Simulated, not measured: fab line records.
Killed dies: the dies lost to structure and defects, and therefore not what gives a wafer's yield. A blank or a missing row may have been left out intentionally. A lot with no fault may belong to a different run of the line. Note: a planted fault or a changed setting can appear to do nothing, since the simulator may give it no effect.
Which tool was responsible? / flow nand-harc / 12 lots with 36 wafers sampled at 6 steps, on a route of 1302 steps

## WHAT THE GAUGES SHOWED, per wafer
NHARC_P_ZERO_WELL_CD_MEAS_52: the cd target is 2000 nm. Usual: cd-nm 1999.7 nm, standard deviation 2.
lot=L745; measured=day 2 11:58; on=cd-sem-02; cd-nm (nm)=2000.7 2000.1 1998.6; flag=
lot=L747; measured=day 3 07:37; on=cd-sem-02; cd-nm (nm)=1999.5 2001.0 1997.1; flag=
lot=L748; measured=day 3 17:39; on=cd-sem-02; cd-nm (nm)=2001.3 2001.0 2000.7; flag=
lot=L750; measured=day 4 13:48; on=cd-sem-03; cd-nm (nm)=1507.6 1509.5 1511.3; flag=OFF
lot=L751; measured=day 5 03:40; on=cd-sem-03; cd-nm (nm)=1999.1 1997.6 1998.0; flag=
lot=L753; measured=day 5 19:45; on=cd-sem-03; cd-nm (nm)=2000.5 1997.7 1999.2; flag=
lot=L758; measured=day 7 21:52; on=cd-sem-02; cd-nm (nm)=2001.7 2002.6 2001.2; flag=
lot=L759; measured=day 8 07:49; on=cd-sem-02; cd-nm (nm)=2003.6 2000.0 2003.5; flag=
lot=L761; measured=day 9 04:04; on=cd-sem-02; cd-nm (nm)=1998.3 2000.5 2001.9; flag=
lot=L763; measured=day 9 23:40; on=cd-sem-01; cd-nm (nm)=1999.6 1996.5 2000.5; flag=
lot=L765; measured=day 10 21:31; on=cd-sem-02; cd-nm (nm)=1999.0 1996.9 1999.3; flag=
lot=L767; measured=day 11 15:44; on=cd-sem-02; cd-nm (nm)=1997.9 1998.0 1999.6; flag=

NHARC_P_GATE_INSPECT_28. Usual: raw-defect-count 6.5, standard deviation 2.9.
lot=L745; measured=day 5 12:27; on=defect-inspect-02; raw-defect-count=5 3 6; flag=
lot=L747; measured=day 6 06:47; on=defect-inspect-02; raw-defect-count=9 9 5; flag=
lot=L748; measured=day 6 16:14; on=defect-inspect-02; raw-defect-count=4 4 11; flag=
lot=L751; measured=day 8 07:01; on=defect-inspect-02; raw-defect-count=6 8 8; flag=
lot=L753; measured=day 8 14:08; on=defect-inspect-02; raw-defect-count=3 2 4; flag=
lot=L758; measured=day 11 02:29; on=defect-inspect-02; raw-defect-count=8 6 7; flag=
lot=L759; measured=day 11 02:50; on=defect-inspect-02; raw-defect-count=4 3 6; flag=
lot=L761; measured=day 12 01:23; on=defect-inspect-02; raw-defect-count=5 4 7; flag=
lot=L763; measured=day 12 23:11; on=defect-inspect-01; raw-defect-count=6 8 5; flag=
lot=L765; measured=day 13 17:26; on=defect-inspect-01; raw-defect-count=6 11 3; flag=
lot=L767; measured=day 14 15:58; on=defect-inspect-01; raw-defect-count=3 9 5; flag=

NHARC_END_SORT_01. Usual: killed-at-array 53, standard deviation 19; killed-at-other 0.7, standard deviation 1.1; killed-at-periphery 4.2, standard deviation 2.7; killed-dies 58, standard deviation 18; killed-open 3.1, standard deviation 1.9; killed-short 2.5, standard deviation 1.6.
lot=L750; measured=day 26 16:09; on=prober-01; killed-at-array=53 43 29; killed-at-other=0 0 1; killed-at-periphery=618 623 640; killed-dies=671 666 670; killed-open=6 1 2; killed-short=4 3 1; flag=OFF

## WHAT TOOL EACH LOT RAN ON (gives the tool, then ch and the chambers of the sampled wafers, and finally the start)
lot=L745; NHARC_P_ZERO_WELL_ETCH_63=rie-si-05 ch 0,1,3, day 2 07:50; NHARC_P_ZERO_WELL_EXPOSE_49=krf-scanner-02 ch 0, day 2 11:49; NHARC_P_GATE_DESCUM_31=rie-diel-09 ch 1,2,3, day 5 12:31
lot=L747; NHARC_P_ZERO_WELL_ETCH_63=rie-si-06 ch 0,2,3, day 3 03:33; NHARC_P_ZERO_WELL_EXPOSE_49=krf-scanner-01 ch 0, day 3 07:28; NHARC_P_GATE_DESCUM_31=rie-diel-07 ch 0,2,3, day 6 06:50
lot=L748; NHARC_P_ZERO_WELL_ETCH_63=rie-si-05 ch 0,1,3, day 3 13:40; NHARC_P_ZERO_WELL_EXPOSE_49=krf-scanner-01 ch 0, day 3 17:29; NHARC_P_GATE_DESCUM_31=rie-diel-13 ch 1,2,3, day 6 16:18
lot=L750; NHARC_P_ZERO_WELL_ETCH_63=rie-si-05 ch 0,1,2, day 4 09:41; NHARC_P_ZERO_WELL_EXPOSE_49=krf-scanner-03 ch 0, day 4 13:38; NHARC_P_GATE_DESCUM_31=-
lot=L751; NHARC_P_ZERO_WELL_ETCH_63=rie-si-05 ch 2,3, day 4 19:47; NHARC_P_ZERO_WELL_EXPOSE_49=krf-scanner-03 ch 0, day 5 03:31; NHARC_P_GATE_DESCUM_31=rie-diel-09 ch 1,2, day 8 07:05
lot=L753; NHARC_P_ZERO_WELL_ETCH_63=rie-si-05 ch 1,2,3, day 5 15:40; NHARC_P_ZERO_WELL_EXPOSE_49=krf-scanner-03 ch 0, day 5 19:35; NHARC_P_GATE_DESCUM_31=rie-diel-13 ch 1,2,3, day 8 14:11
lot=L758; NHARC_P_ZERO_WELL_ETCH_63=rie-si-06 ch 0,1,2, day 7 17:41; NHARC_P_ZERO_WELL_EXPOSE_49=krf-scanner-03 ch 0, day 7 21:42; NHARC_P_GATE_DESCUM_31=rie-diel-13 ch 0,1,3, day 11 02:34
lot=L759; NHARC_P_ZERO_WELL_ETCH_63=rie-si-05 ch 0,1,3, day 8 03:47; NHARC_P_ZERO_WELL_EXPOSE_49=krf-scanner-03 ch 0, day 8 07:40; NHARC_P_GATE_DESCUM_31=rie-diel-09 ch 0,1,3, day 11 02:55
lot=L761; NHARC_P_ZERO_WELL_ETCH_63=rie-si-05 ch 0,2, day 8 23:52; NHARC_P_ZERO_WELL_EXPOSE_49=krf-scanner-03 ch 0, day 9 03:55; NHARC_P_GATE_DESCUM_31=rie-diel-13 ch 1,2,3, day 12 01:26
lot=L763; NHARC_P_ZERO_WELL_ETCH_63=rie-si-06 ch 0,1,3, day 9 19:43; NHARC_P_ZERO_WELL_EXPOSE_49=krf-scanner-02 ch 0, day 9 23:31; NHARC_P_GATE_DESCUM_31=rie-diel-07 ch 0,1,2, day 12 23:15
lot=L765; NHARC_P_ZERO_WELL_ETCH_63=rie-si-03 ch 0,1,3, day 10 17:34; NHARC_P_ZERO_WELL_EXPOSE_49=krf-scanner-01 ch 0, day 10 21:22; NHARC_P_GATE_DESCUM_31=rie-diel-09 ch 1,2,3, day 13 17:29
lot=L767; NHARC_P_ZERO_WELL_ETCH_63=rie-si-03 ch 1,2,3, day 11 11:42; NHARC_P_ZERO_WELL_EXPOSE_49=krf-scanner-01 ch 0, day 11 15:35; NHARC_P_GATE_DESCUM_31=rie-diel-07 ch 0,1,2, day 14 16:05
- NHARC_P_ZERO_WELL_ETCH_63: etches the open film in HBr/Cl2, target depth 120 nm, time 40.1 s.
- NHARC_P_ZERO_WELL_EXPOSE_49: exposes mask P HVPW, target cd 2000 nm.
- NHARC_P_GATE_DESCUM_31: chemistry O2, time 3 s.

## AS READ BY THE TOOLS THEMSELVES (means over the sampled wafers that have a number; for cases with no such wafer, the mark the record gives instead)
NHARC_P_ZERO_WELL_ETCH_63. Usual: drypump-motor-current-A 5.7 A, standard deviation 0.32; he-backside-leak-sccm 2.61 sccm, standard deviation 0.27; oes-product-au 1.000 a.u., standard deviation 0.012; throttle-valve-pct 26.407 %, standard deviation 0.0092.
lot=L745; tool=rie-si-05; drypump-motor-current-A (A)=5.9; he-backside-leak-sccm (sccm)=2.80; oes-product-au (a.u.)=1.001; throttle-valve-pct (%)=26.410; flag=
lot=L747; tool=rie-si-06; drypump-motor-current-A (A)=5.3; he-backside-leak-sccm (sccm)=2.60; oes-product-au (a.u.)=0.987; throttle-valve-pct (%)=26.404; flag=
lot=L748; tool=rie-si-05; drypump-motor-current-A (A)=5.9; he-backside-leak-sccm (sccm)=2.71; oes-product-au (a.u.)=1.005; throttle-valve-pct (%)=26.405; flag=
lot=L750; tool=rie-si-05; drypump-motor-current-A (A)=6.0; he-backside-leak-sccm (sccm)=2.61; oes-product-au (a.u.)=1.000; throttle-valve-pct (%)=26.401; flag=
lot=L751; tool=rie-si-05; drypump-motor-current-A (A)=5.8; he-backside-leak-sccm (sccm)=2.57; oes-product-au (a.u.)=1.011; throttle-valve-pct (%)=26.402; flag=
lot=L753; tool=rie-si-05; drypump-motor-current-A (A)=5.9; he-backside-leak-sccm (sccm)=2.47; oes-product-au (a.u.)=0.991; throttle-valve-pct (%)=26.411; flag=
lot=L758; tool=rie-si-06; drypump-motor-current-A (A)=5.5; he-backside-leak-sccm (sccm)=2.38; oes-product-au (a.u.)=0.997; throttle-valve-pct (%)=26.416; flag=
lot=L759; tool=rie-si-05; drypump-motor-current-A (A)=5.9; he-backside-leak-sccm (sccm)=2.65; oes-product-au (a.u.)=0.997; throttle-valve-pct (%)=26.409; flag=
lot=L761; tool=rie-si-05; drypump-motor-current-A (A)=5.8; he-backside-leak-sccm (sccm)=2.79; oes-product-au (a.u.)=1.008; throttle-valve-pct (%)=26.417; flag=
lot=L763; tool=rie-si-06; drypump-motor-current-A (A)=5.5; he-backside-leak-sccm (sccm)=2.43; oes-product-au (a.u.)=0.995; throttle-valve-pct (%)=26.397; flag=
lot=L765; tool=rie-si-03; drypump-motor-current-A (A)=6.0; he-backside-leak-sccm (sccm)=2.72; oes-product-au (a.u.)=1.010; throttle-valve-pct (%)=26.404; flag=
lot=L767; tool=rie-si-03; drypump-motor-current-A (A)=5.9; he-backside-leak-sccm (sccm)=2.69; oes-product-au (a.u.)=1.006; throttle-valve-pct (%)=26.416; flag=

NHARC_P_GATE_DESCUM_31. Usual: drypump-motor-current-A 5.9 A, standard deviation 0.46; oes-product-au 0.995 a.u., standard deviation 0.01; rf-vpp-V 57.7 V, standard deviation 0.94; showerhead-plenum-p-Torr 1.87 Torr, standard deviation 0.087; throttle-valve-pct 11.310 %, standard deviation 0.0088.
lot=L745; tool=rie-diel-09; drypump-motor-current-A (A)=5.8; oes-product-au (a.u.)=1.007; rf-vpp-V (V)=58.0; showerhead-plenum-p-Torr (Torr)=1.91; throttle-valve-pct (%)=11.305; flag=
lot=L747; tool=rie-diel-07; drypump-motor-current-A (A)=6.3; oes-product-au (a.u.)=0.995; rf-vpp-V (V)=57.3; showerhead-plenum-p-Torr (Torr)=1.89; throttle-valve-pct (%)=11.303; flag=
lot=L748; tool=rie-diel-13; drypump-motor-current-A (A)=5.6; oes-product-au (a.u.)=1.001; rf-vpp-V (V)=57.8; showerhead-plenum-p-Torr (Torr)=1.87; throttle-valve-pct (%)=11.322; flag=
lot=L751; tool=rie-diel-09; drypump-motor-current-A (A)=5.4; oes-product-au (a.u.)=1.002; rf-vpp-V (V)=56.6; showerhead-plenum-p-Torr (Torr)=1.84; throttle-valve-pct (%)=11.310; flag=
lot=L753; tool=rie-diel-13; drypump-motor-current-A (A)=5.6; oes-product-au (a.u.)=0.997; rf-vpp-V (V)=57.4; showerhead-plenum-p-Torr (Torr)=1.87; throttle-valve-pct (%)=11.309; flag=
lot=L758; tool=rie-diel-13; drypump-motor-current-A (A)=5.9; oes-product-au (a.u.)=0.998; rf-vpp-V (V)=57.5; showerhead-plenum-p-Torr (Torr)=1.88; throttle-valve-pct (%)=11.308; flag=
lot=L759; tool=rie-diel-09; drypump-motor-current-A (A)=5.9; oes-product-au (a.u.)=0.997; rf-vpp-V (V)=58.2; showerhead-plenum-p-Torr (Torr)=1.92; throttle-valve-pct (%)=11.318; flag=
lot=L761; tool=rie-diel-13; drypump-motor-current-A (A)=5.6; oes-product-au (a.u.)=0.994; rf-vpp-V (V)=58.3; showerhead-plenum-p-Torr (Torr)=1.86; throttle-valve-pct (%)=11.305; flag=
lot=L763; tool=rie-diel-07; drypump-motor-current-A (A)=6.2; oes-product-au (a.u.)=0.990; rf-vpp-V (V)=57.5; showerhead-plenum-p-Torr (Torr)=1.84; throttle-valve-pct (%)=11.312; flag=
lot=L765; tool=rie-diel-09; drypump-motor-current-A (A)=5.7; oes-product-au (a.u.)=0.985; rf-vpp-V (V)=58.1; showerhead-plenum-p-Torr (Torr)=1.91; throttle-valve-pct (%)=11.308; flag=
lot=L767; tool=rie-diel-07; drypump-motor-current-A (A)=6.2; oes-product-au (a.u.)=1.002; rf-vpp-V (V)=57.8; showerhead-plenum-p-Torr (Torr)=1.84; throttle-valve-pct (%)=11.308; flag=

## THE ANSWER, worked out from the rows above alone
Rule: a lot is off if the mean of its wafers that have a number lies more than 3 standard deviations from the usual mean. A lot without any number at a reading at which 4 lots or more have one is off too. Any other lot the step has rows for is counted as sound. After the gauges, taken in route order, come the tools' own readings; for these a lot's mean is taken, as printed above. At the first step where some lot is off, the reading lying furthest off is the one used; lots without a number count as furthest.
Off at NHARC_P_ZERO_WELL_CD_MEAS_52 (cd-nm): L750.
If a tool, at a process step before that reading, ran all the lots that are off and no sound lot after the first of them, it fits. Not tried: the gauges at NHARC_P_ZERO_WELL_CD_MEAS_52; whatever is off there is also off at NHARC_END_SORT_01, on other tools, and gauge error can't account for it. Not one of the candidates tried fits.

## WHAT WAS PUT IN BY THE SIMULATOR
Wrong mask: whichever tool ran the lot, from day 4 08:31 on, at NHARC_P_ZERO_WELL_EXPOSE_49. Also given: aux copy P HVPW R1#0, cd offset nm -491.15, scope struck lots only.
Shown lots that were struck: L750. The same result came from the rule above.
